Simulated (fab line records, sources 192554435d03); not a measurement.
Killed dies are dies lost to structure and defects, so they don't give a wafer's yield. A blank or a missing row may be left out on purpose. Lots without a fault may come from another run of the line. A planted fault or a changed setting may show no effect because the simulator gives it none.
Problem report in the 8D (eight disciplines) form, filled by code | flow n5_finfet | the parts of the form that need people (team, actions taken, sign-off) are left out

1. THE PROBLEM
rf_fwd_power_W at N5_DUMMY_GATE_ETCH_29 reads a mean of 1031.3 W on 9 wafers of 3 lots; wafers without a fault read 831.1 W with a standard deviation of 2.8. That is +71 standard deviations from the usual mean.
The step: etches underlayer in N2/H2, target depth 13 nm.
First seen on wafer L425.1, day 6 02:01, on rie_diel-06. The record holds 27 wafers of 10 lots with a number at this step. Rule for "out", or "out of limits": more than 4 standard deviations from the usual mean. The other wafers with a number count as sound.

2. WHAT IT IS AND WHAT IT IS NOT
question                    | is                       | is not
which readings at this step | rf_fwd_power_W, rf_vpp_V | chamber_pressure_mTorr, drypump_motor_current_A, n2_flow_sccm, showerhead_plenum_p_Torr, throttle_valve_pct
which lots                  | L425, L426, L427         | L419, L422, L424, L428, L431, L432, L434
which wafers of those lots  | all that have a number   | -
read on which tools         | rie_diel-06              | rie_diel-02, rie_diel-03
when                        | from day 6 02:01         | up to then (8 sound wafers); but 10 sound wafers of L428, L431, L432, L434 came after

3. SUSPECTS, AND WHAT RULES EACH OUT
Counting: a tool at a process step up to the reading stays a suspect if it ran every lot that is out and no sound lot after the first of them.
- rie_diel-06 at N5_DUMMY_GATE_ETCH_29 (etches underlayer in N2/H2, target depth 13 nm): kept. It ran every lot that is out, first L425 (day 6 02:01), and no sound lot after that; its last sound lot up to then is L422 (day 5 04:07). Its own readings are out on those wafers: rf_fwd_power_W, rf_vpp_V.
Left after counting: rie_diel-06 at N5_DUMMY_GATE_ETCH_29.

4. THE CAUSE (what the simulator had put in)
Process parameter drift: rie_diel-06, from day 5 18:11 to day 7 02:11, at N5_DUMMY_GATE_ETCH_29. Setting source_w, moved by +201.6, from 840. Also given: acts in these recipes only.
Counting left only this tool.

5. THE CHAIN OF EFFECTS, in route order
Each row: a reading whose mean over the struck wafers that have a number lies more than 3 standard deviations from the usual. Only readings for which the record gives a usual standard deviation are gone through. hours: the time from each lot's start at the first step in this table that gives one to its start at this step, as a median over the lots. sigmas: the change in usual standard deviations.
hours | step                  | reading        | usual   | on struck wafers | change | sigmas
0     | N5_DUMMY_GATE_ETCH_29 | rf_fwd_power_W | 831.1 W | 1031.3           | +200.2 | +71
0     | N5_DUMMY_GATE_ETCH_29 | rf_vpp_V       | 524.4 V | 489.3            | -35.1  | -17
The process steps in it:
- N5_DUMMY_GATE_ETCH_29: etches underlayer in N2/H2, target depth 13 nm.
Later measuring or inspecting steps at which every struck wafer that the step has a row for has a number for every such reading, and none has moved that far: N5_BEOL_M4_RC_MEAS_101.

6. WHAT WOULD HAVE CAUGHT IT SOONER
In this record the first reading out of limits was taken at day 6 02:01, 8 hours after the fault began at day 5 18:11.
